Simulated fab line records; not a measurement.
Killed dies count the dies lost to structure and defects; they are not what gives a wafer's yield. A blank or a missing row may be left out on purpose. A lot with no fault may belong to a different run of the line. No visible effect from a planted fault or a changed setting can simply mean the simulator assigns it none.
Which tool did it?    flow nand-harc    Sampling: 7 lots, 21 wafers, 5 of 1302 route steps

WHAT EACH GAUGE READ, for each wafer
NHARC_END_SORT_01.
lot   measured      on         killed-dies
L474  day 26 22:41  prober-02  36 28 31
L476  day 27 22:27  prober-02  80 74 86

EACH LOT AND THE TOOL THAT RAN IT (in order: tool; ch and the chambers of the sampled wafers; start)
lot   NHARC_A_STAIRCASE_DEP_325        NHARC_A_M1_ANNEAL_31              NHARC_A_M1_PRE_CLEAN_32          NHARC_THIN_TSV_PRE_CLEAN_50
L469  pecvd-04 ch 1,2, day 18 11:13    rtp-anneal-01 ch 0, day 23 01:40  pecvd-01 ch 0,2, day 23 02:31    pvd-sputter-02, no start
L471  pecvd-03 ch 0,2, day 20 03:19    rtp-anneal-02 ch 0, day 24 16:26  pecvd-03 ch 0,1,2, day 24 17:18  pvd-sputter-03, no start
L474  pecvd-01 ch 0,1,2, day 20 23:56  rtp-anneal-01 ch 0, day 25 12:07  pecvd-03 ch 0,2, day 25 12:55    pvd-sputter-01, day 26 22:41 or earlier
L476  pecvd-04 ch 0,1, day 22 00:07    rtp-anneal-02 ch 0, day 26 10:53  pecvd-04 ch 1,2, day 26 11:44    pvd-sputter-03, day 27 22:27 or earlier
L479  pecvd-04 ch 0,1,2, day 23 05:04  rtp-anneal-01 ch 0, day 27 19:34  pecvd-03 ch 0,1, day 27 20:25    pvd-sputter-03, no start
L484  pecvd-04 ch 0,1,2, day 25 07:23  rtp-anneal-01 ch 0, day 29 16:19  pecvd-04 ch 0,1,2, day 29 17:05  pvd-sputter-02, no start
L490  pecvd-03 ch 0,1, day 27 12:25    rtp-anneal-01 ch 0, day 32 02:45  pecvd-04 ch 0,2, day 32 03:38    pvd-sputter-02, no start
- NHARC_A_STAIRCASE_DEP_325: deposits SiO2, target thk 7200 nm.
- NHARC_A_M1_ANNEAL_31: time 90 s.
- NHARC_A_M1_PRE_CLEAN_32: time 12 s.
- NHARC_THIN_TSV_PRE_CLEAN_50: time 30 s.

THE ANSWER, worked out from the rows above alone
Rule: the lots themselves supply what counts as usual. Put in order of their means at a reading, lots are off if they are a third of the lots or fewer, leave a main group of 4 or more, and stand apart from it by a gap of 3 or more times the standard deviation of the main group's means; of several such gaps the widest counts. A main group whose means are all the same, to the digits that the tables above print for the reading, isn't used. Also off: a lot with no number at a reading for which 4 or more lots have one. Where the step has rows for the other lots, those lots are counted as sound.
No lot is off at any reading shown: from this, nothing can be told.

WHAT THE SIMULATOR HAD PUT IN
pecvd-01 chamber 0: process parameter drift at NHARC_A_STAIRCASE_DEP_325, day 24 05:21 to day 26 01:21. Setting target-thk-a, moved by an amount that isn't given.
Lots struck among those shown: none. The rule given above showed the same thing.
